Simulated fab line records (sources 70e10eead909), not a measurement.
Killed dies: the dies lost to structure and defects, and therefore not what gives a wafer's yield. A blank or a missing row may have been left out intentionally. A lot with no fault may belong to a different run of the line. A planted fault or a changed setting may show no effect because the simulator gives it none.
Matching of chambers + flow nand harc + NHARC_A_WL_FILL_CMP_12 on cmp-01: 4 sister chambers
The step polishes, t overpolish 30 s, target thk 100 nm. 8 wafers are shown with their chamber, then 7 later ones without.

## WAFERS, EACH WITH ITS CHAMBER
| wafer  | chamber | motor current A (A) | slurry filter dp kPa (kPa) |
|--------|---------|---------------------|----------------------------|
| L083.4 | 3       | 13.1                | 13.69                      |
| L084.1 | 3       | 13.4                | 13.65                      |
| L084.4 | 1       | 11.9                | 13.60                      |
| L087.1 | 0       | 14.0                | 13.41                      |
| L087.2 | 1       | 12.1                | 13.51                      |
| L087.3 | 2       | 11.2                | 13.32                      |
| L088.1 | 2       | 11.7                | 13.46                      |
| L088.2 | 0       | 13.8                | 13.45                      |

## WAFERS WITHOUT THEIR CHAMBER
| wafer  | motor current A (A) | slurry filter dp kPa (kPa) |
|--------|---------------------|----------------------------|
| L088.3 | 11.2                | 13.35                      |
| L093.2 | 13.7                | 13.50                      |
| L093.3 | 13.4                | 13.48                      |
| L093.5 | 11.3                | 13.53                      |
| L097.3 | 11.1                | 13.79                      |
| L097.4 | 13.6                | 13.62                      |
| L097.6 | 11.0                | 13.47                      |

## EACH ONE'S CHAMBER
| wafer  | from the rows above     | in truth                   |
|--------|-------------------------|----------------------------|
| L088.3 | 2                       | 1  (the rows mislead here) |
| L093.2 | can't be placed: 0 or 3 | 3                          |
| L093.3 | can't be placed: 0 or 3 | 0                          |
| L093.5 | can't be placed: 2 or 1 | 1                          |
| L097.3 | can't be placed: 1 or 2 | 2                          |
| L097.4 | can't be placed: 3 or 0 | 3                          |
| L097.6 | 2                       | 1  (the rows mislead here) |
0 of 7 placed correctly. Unplaceable from these rows: 5, with the true chamber sitting among the candidates in 5. Number placed wrongly: 2.
How it was worked out, from the rows above alone: a wafer's distance from a chamber is the root of the sum, over the readings, of the square of ((its reading less the chamber's mean) divided by the reading's scatter). The wafer belongs to the nearest chamber; if the next one is less than 2 further off, it can't be placed. A chamber's mean is the mean of its shown wafers. The scatter: the root of (the sum of the squares of (reading less its chamber's mean) over the shown wafers, divided by (wafers less chambers)).
